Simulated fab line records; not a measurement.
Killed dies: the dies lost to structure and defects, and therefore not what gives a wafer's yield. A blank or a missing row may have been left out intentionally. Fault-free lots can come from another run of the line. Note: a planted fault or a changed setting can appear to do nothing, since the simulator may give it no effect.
Which tool is to blame? -- flow nand-harc -- 12 lots with 36 wafers sampled at 5 steps, on a route of 1159 steps

## WHAT THE GAUGES SHOWED, per wafer
NHARC_END_SORT_01. Usual: defect-limited-yield 95.7 %, standard deviation 1.4; killed-at-array 25, standard deviation 9.2; killed-at-other 0.9, standard deviation 1.3; killed-at-periphery 3.3, standard deviation 2.3; killed-dies 29, standard deviation 9.6; killed-open 3.2, standard deviation 1.8; killed-short 2, standard deviation 1.4; sort_bin_2_pct 1.3 %, standard deviation 0.65; sort_bin_3_pct 0.25 %, standard deviation 0.21; sort_bin_4_pct 2.8 %, standard deviation 0.9; sort-n-pass 648, standard deviation 9.6; sort-rim-yield-pct 94 %, standard deviation 3; sort-yield-pct 95.7 %, standard deviation 1.4.
lot,measured,on,defect-limited-yield (%),killed-at-array,killed-at-other,killed-at-periphery,killed-dies,killed-open,killed-short,sort_bin_2_pct (%),sort_bin_3_pct (%),sort_bin_4_pct (%),sort-n-pass,sort-rim-yield-pct (%),sort-yield-pct (%),flag
L879,day 21 18:38,prober-02,95.1,29,1,3,33,4,3,1.8,0.15,3.0,644,92,95.1,
L883,day 23 14:02,prober-02,96.0 89.4 95.1,24 69 27,2 2 5,1 1 1,27 72 33,3 0 4,5 2 5,1.0 3.8 1.9,0.44 2.95 0.44,2.5 3.8 2.5,650 605 644,96 86 97,96.0 89.4 95.1,OFF
L889,day 24 00:30,prober-02,95.6 89.5 88.5,30 69 75,0 1 1,0 1 2,30 71 78,2 4 2,0 4 4,0.6 3.8 4.9,0.44 2.22 2.95,3.4 4.4 3.7,647 606 599,89 81 83,95.6 89.5 88.5,OFF

## EACH LOT AND THE TOOL THAT RAN IT (in order: tool; ch and the chambers of the sampled wafers; start)
lot,NHARC_A_M1_STRIP_18,NHARC_A_M1_PVD_20,NHARC_A_BONDPAD_DEGAS_25,NHARC_THIN_TSV_DEGAS_53
L869,"rie-diel-01 ch 0,1,3, day 17 16:34","pvd-sputter-01, day 17 17:20","pvd-sputter-01, day 17 22:10","pvd-sputter-02, day 18 18:26"
L870,"rie-diel-08 ch 1,2,3, day 17 21:35","pvd-sputter-02, day 17 22:24","pvd-sputter-01, day 18 03:19","pvd-sputter-01, day 19 00:37"
L872,"rie-diel-12 ch 0,3, day 18 03:58","pvd-sputter-03, day 18 04:46","pvd-sputter-01, day 18 10:02","pvd-sputter-03, day 19 07:09"
L871,"rie-diel-12 ch 0,3, day 18 09:11","pvd-sputter-03, day 18 09:59","pvd-sputter-02, day 18 14:46","pvd-sputter-01, day 19 12:26"
L875,"rie-diel-08 ch 0,1,2, day 19 08:53","pvd-sputter-03, day 19 09:39","pvd-sputter-03, day 19 14:08","pvd-sputter-02, day 20 09:23"
L878,"rie-diel-01 ch 1,2,3, day 19 12:49","pvd-sputter-03, day 19 13:34","pvd-sputter-03, day 19 18:06","pvd-sputter-01, day 20 10:51"
L877,"rie-diel-12 ch 1,2, day 20 02:53","pvd-sputter-01, day 20 03:43","pvd-sputter-02, day 20 08:14","pvd-sputter-01, day 21 06:25"
L879,"rie-diel-01 ch 0,1,3, day 20 06:46","pvd-sputter-02, day 20 07:31","pvd-sputter-01, day 20 12:05","pvd-sputter-02, day 21 07:16"
L882,"rie-diel-01 ch 0,1,2, day 20 22:52","pvd-sputter-03, day 20 23:36","pvd-sputter-03, day 21 04:00","pvd-sputter-01, day 21 22:23"
L880,"rie-diel-01 ch 0,1,2, day 20 23:23","pvd-sputter-02, day 21 00:08","pvd-sputter-02, day 21 04:42","pvd-sputter-03, day 21 23:41"
L883,"rie-diel-12 ch 0,2, day 21 21:44","pvd-sputter-03, day 21 22:34","pvd-sputter-02, day 22 03:15","pvd-sputter-03, day 23 03:52"
L889,"rie-diel-01 ch 0,2,3, day 22 12:38","pvd-sputter-03, day 22 13:25","pvd-sputter-02, day 22 17:59","pvd-sputter-03, day 23 16:11"
- NHARC_A_M1_STRIP_18: strips in N2/H2.
- NHARC_A_M1_PVD_20: deposits TaN, target thk 5 nm, time 8.06 s.
- NHARC_A_BONDPAD_DEGAS_25: time 60 s.
- NHARC_THIN_TSV_DEGAS_53: time 60 s.

## WHAT THE TOOLS THEMSELVES READ (means of the sampled wafers that have a number; where no wafer has one, the mark that the record gives instead)
NHARC_A_M1_STRIP_18. Usual: drypump-motor-current-A 6.0 A, standard deviation 0.56; oes-product-au 0.996 a.u., standard deviation 0.011; rf-vpp-V 90.4 V, standard deviation 1; showerhead-plenum-p-Torr 2.01 Torr, standard deviation 0.089; throttle-valve-pct 14.172 %, standard deviation 0.0082.
lot,tool,drypump-motor-current-A (A),oes-product-au (a.u.),rf-vpp-V (V),showerhead-plenum-p-Torr (Torr),throttle-valve-pct (%),flag
L869,rie-diel-01,5.6,0.997,90.6,1.97,14.174,
L870,rie-diel-08,6.0,1.006,90.9,2.06,14.175,
L872,rie-diel-12,5.8,0.993,90.2,1.95,14.167,
L871,rie-diel-12,6.2,1.007,90.0,1.93,14.169,
L875,rie-diel-08,6.2,0.986,91.3,2.13,14.176,
L878,rie-diel-01,5.8,1.001,91.1,1.99,14.168,
L877,rie-diel-12,6.4,0.984,90.6,2.02,14.179,
L879,rie-diel-01,5.6,1.002,90.2,1.97,14.181,
L882,rie-diel-01,6.0,1.010,89.7,1.92,14.174,
L880,rie-diel-01,6.1,0.995,89.8,1.92,14.180,
L883,rie-diel-12,6.6,0.985,90.2,1.98,14.168,
L889,rie-diel-01,5.8,0.999,90.4,1.98,14.173,

NHARC_A_M1_PVD_20. Usual: cathode-dc-power-W 15000 W, standard deviation 2.6; throttle-valve-pct 30.4 %, standard deviation 0.85.
lot,tool,cathode-dc-power-W (W),throttle-valve-pct (%),flag
L869,pvd-sputter-01,14998,30.5,
L870,pvd-sputter-02,15003,29.9,
L872,pvd-sputter-03,15001,30.6,
L871,pvd-sputter-03,14999,30.5,
L875,pvd-sputter-03,14999,30.5,
L878,pvd-sputter-03,14998,30.4,
L877,pvd-sputter-01,14998,29.9,
L879,pvd-sputter-02,14999,29.8,
L882,pvd-sputter-03,15001,30.3,
L880,pvd-sputter-02,14999,30.0,
L883,pvd-sputter-03,14997,30.2,
L889,pvd-sputter-03,14999,30.6,

NHARC_A_BONDPAD_DEGAS_25. Usual: heater-power-w 447 W, standard deviation 38.
lot,tool,heater-power-w (W),flag
L869,pvd-sputter-01,452,
L870,pvd-sputter-01,446,
L872,pvd-sputter-01,461,
L871,pvd-sputter-02,411,
L875,pvd-sputter-03,466,
L878,pvd-sputter-03,463,
L877,pvd-sputter-02,441,
L879,pvd-sputter-01,457,
L882,pvd-sputter-03,485,
L880,pvd-sputter-02,437,
L883,pvd-sputter-02,440,
L889,pvd-sputter-02,450,

NHARC_THIN_TSV_DEGAS_53. Usual: heater-power-w 458 W, standard deviation 31.
lot,tool,heater-power-w (W),flag
L869,pvd-sputter-02,442,
L870,pvd-sputter-01,454,
L872,pvd-sputter-03,495,
L871,pvd-sputter-01,477,
L875,pvd-sputter-02,442,
L878,pvd-sputter-01,454,
L877,pvd-sputter-01,455,
L879,pvd-sputter-02,413,
L882,pvd-sputter-01,452,
L880,pvd-sputter-03,478,
L883,pvd-sputter-03,471,
L889,pvd-sputter-03,466,

## THE ANSWER, worked out from the rows above alone
Rule: a lot is off if the mean of its wafers that have a number lies more than 3 standard deviations from the usual mean. Also off: a lot with no number at a reading for which 4 or more lots have one. Where the step has rows for the other lots, those lots are counted as sound. Order of review: gauges by route order, followed by the tools' own readings, for which a lot's mean as printed above is used. The first step at which some lot is off is used, and at that step the reading that is off furthest; a lot without a number counts as furthest.
Off: L883, L889, at NHARC_END_SORT_01 (sort_bin_3_pct). Neither off nor sound, because the step has no rows for them: L869, L870, L872, L871, L875, L878, L877, L882, L880.
If a tool, at a process step before that reading, ran all the lots that are off and no sound lot after the first of them, it fits. Gauges at NHARC_END_SORT_01: tried the same way as those tools. Can't be told from this: 3 tools fit, pvd-sputter-03 at NHARC_A_M1_PVD_20 and NHARC_THIN_TSV_DEGAS_53, pvd-sputter-02 at NHARC_A_BONDPAD_DEGAS_25, prober-02 at NHARC_END_SORT_01.

## WHAT THE SIMULATOR HAD INSERTED
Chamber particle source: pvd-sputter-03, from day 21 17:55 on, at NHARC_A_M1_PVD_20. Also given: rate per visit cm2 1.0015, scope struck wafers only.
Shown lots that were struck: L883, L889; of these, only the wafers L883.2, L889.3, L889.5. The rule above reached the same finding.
